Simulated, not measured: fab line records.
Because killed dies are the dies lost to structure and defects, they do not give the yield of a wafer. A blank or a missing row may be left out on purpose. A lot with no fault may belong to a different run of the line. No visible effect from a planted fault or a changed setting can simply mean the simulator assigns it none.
Split-lot experiment + flow n5_finfet + 7 lots, 39 wafers read, on a route of 1938 steps

ABOUT THE SPLIT
At N5_BEOL_M2_VIA_ETCH_34 (etches the open film in C4F6/O2, target depth 69.4 nm, time 65.9 s), the setting time_s was moved away from the recipe's 65.9 s on 12 of the 39 wafers read, by -59.3% to +43.7%. The other wafers ran this setting at the recipe's value.

Reading taken at the split's own step.

THE READING
SOC_of_BEOL_M2_COAT_67.thk_nm (the simulator's own value, which no gauge read), in nm, at N5_BEOL_M2_VIA_ETCH_34 (etches the open film in C4F6/O2, target depth 69.4 nm, time 65.9 s). The file does not state a usual value for it. Here, 27 wafers ran the recipe; their average is 51.8 nm with a standard deviation of 0.24 nm.

| wafer  | tool, chamber at the split | time_s as run, s | against the recipe | SOC_of_BEOL_M2_COAT_67.thk_nm, nm | against lot-mates on the recipe |
|--------|----------------------------|------------------|--------------------|-----------------------------------|---------------------------------|
| L074.1 | rie_diel-01, 0             | 65.9             | recipe             | 51.4                              | -                               |
| L074.2 | rie_diel-01, 2             | 65.9             | recipe             | 51.6                              | -                               |
| L074.3 | rie_diel-01, 3             | 65.9             | recipe             | 51.6                              | -                               |
| L074.4 | rie_diel-01, 1             | 65.9             | recipe             | 51.6                              | -                               |
| L074.5 | rie_diel-01, 3             | 65.9             | recipe             | 51.4                              | -                               |
| L074.6 | rie_diel-01, 2             | 65.9             | recipe             | 51.6                              | -                               |
| L078.1 | rie_diel-01, 2             | 65.9             | recipe             | 51.8                              | -                               |
| L078.4 | rie_diel-01, 1             | 65.9             | recipe             | 51.8                              | -                               |
| L078.6 | rie_diel-01, 2             | 65.9             | recipe             | 51.8                              | -                               |
| L079.1 | rie_diel-04, 2             | 65.9             | recipe             | 51.8                              | -                               |
| L079.2 | rie_diel-04, 0             | 65.9             | recipe             | 52                                | -                               |
| L079.3 | rie_diel-04, 3             | 65.9             | recipe             | 52                                | -                               |
| L079.4 | rie_diel-04, 1             | 65.9             | recipe             | 51.8                              | -                               |
| L079.5 | rie_diel-04, 3             | 65.9             | recipe             | 52.2                              | -                               |
| L079.6 | rie_diel-04, 0             | 65.9             | recipe             | 52.2                              | -                               |
| L080.1 | rie_diel-04, 2             | 94.72            | +43.7%             | 48.6                              | -3.5                            |
| L080.2 | rie_diel-04, 1             | 94.72            | +43.7%             | 48.4                              | -3.7                            |
| L080.3 | rie_diel-04, 0             | 94.72            | +43.7%             | 48.4                              | -3.7                            |
| L080.4 | rie_diel-04, 0             | 65.9             | recipe             | 52                                | -                               |
| L080.5 | rie_diel-04, 2             | 65.9             | recipe             | 52                                | -                               |
| L080.6 | rie_diel-04, 1             | 65.9             | recipe             | 52.2                              | -                               |
| L085.1 | rie_diel-03, 3             | 65.9             | recipe             | 52.2                              | -                               |
| L085.2 | rie_diel-03, 1             | 26.85            | -59.3%             | 56.6                              | +4.5                            |
| L085.3 | rie_diel-03, 0             | 65.9             | recipe             | 52                                | -                               |
| L085.4 | rie_diel-03, 2             | 65.9             | recipe             | 52.2                              | -                               |
| L085.5 | rie_diel-03, 1             | 26.85            | -59.3%             | 56.6                              | +4.5                            |
| L085.6 | rie_diel-03, 0             | 26.85            | -59.3%             | 56.8                              | +4.7                            |
| L091.1 | rie_diel-03, 1             | 54.2             | -17.8%             | 53                                | +1.3                            |
| L091.2 | rie_diel-03, 2             | 65.9             | recipe             | 51.8                              | -                               |
| L091.3 | rie_diel-03, 3             | 54.2             | -17.8%             | 52.8                              | +1.1                            |
| L091.4 | rie_diel-03, 3             | 65.9             | recipe             | 51.6                              | -                               |
| L091.5 | rie_diel-03, 1             | 54.2             | -17.8%             | 53                                | +1.3                            |
| L091.6 | rie_diel-03, 2             | 65.9             | recipe             | 51.8                              | -                               |
| L093.1 | rie_diel-03, 1             | 65.9             | recipe             | 51.6                              | -                               |
| L093.2 | rie_diel-03, 3             | 65.9             | recipe             | 51.6                              | -                               |
| L093.3 | rie_diel-03, 2             | 30.32            | -54.0%             | 56.2                              | +4.5                            |
| L093.4 | rie_diel-03, 3             | 65.9             | recipe             | 51.8                              | -                               |
| L093.5 | rie_diel-03, 2             | 30.32            | -54.0%             | 56.2                              | +4.5                            |
| L093.6 | rie_diel-03, 1             | 30.32            | -54.0%             | 56                                | +4.3                            |

THE FIT
A straight line over all 39 wafers: SOC_of_BEOL_M2_COAT_67.thk_nm changes by -0.0793 nm for each +1% of time_s; r = -0.99; the points scatter about the line by 0.24 nm.
The same after taking each lot's own level away (the mean of its wafers on the recipe; 39 wafers): -0.0798 nm for each +1%; r = -1.00; scatter 0.14 nm.
Per that fit: largest time_s move, reading shift of 4.7 nm.
The lots' own levels span 51.53 to 52.13 nm, that is 2.5 times the standard deviation above.
Consequently the slope shifts little with the lot-to-lot level, the two slopes agreeing.
Check: for one of the wafers moved furthest among these (-59.3%), held out of the fit, the line's prediction against its lot-mates is +4.74 nm. Against them it came out at +4.47 nm.

THE WHOLE CHAIN: every reading that the file lists as answering this split, in the file's order
| step                   | what it does                                                       | reading                                                                        | change (the file's fit)                | r (the file's) |
|------------------------|--------------------------------------------------------------------|--------------------------------------------------------------------------------|----------------------------------------|----------------|
| N5_BEOL_M2_VIA_ETCH_34 | etches the open film in C4F6/O2, target depth 69.4 nm, time 65.9 s | etch.depth_nm (the simulator's own value, which no gauge read)                 | +0.687 nm for each +1% of the setting  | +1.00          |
| N5_BEOL_M2_VIA_ETCH_34 | etches the open film in C4F6/O2, target depth 69.4 nm, time 65.9 s | SOC_of_BEOL_M2_COAT_67.thk_nm (the simulator's own value, which no gauge read) | -0.0796 nm for each +1% of the setting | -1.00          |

FILE'S OWN FIT
SOC_of_BEOL_M2_COAT_67.thk_nm changes by -0.0796 nm for each +1% of time_s, r = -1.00.
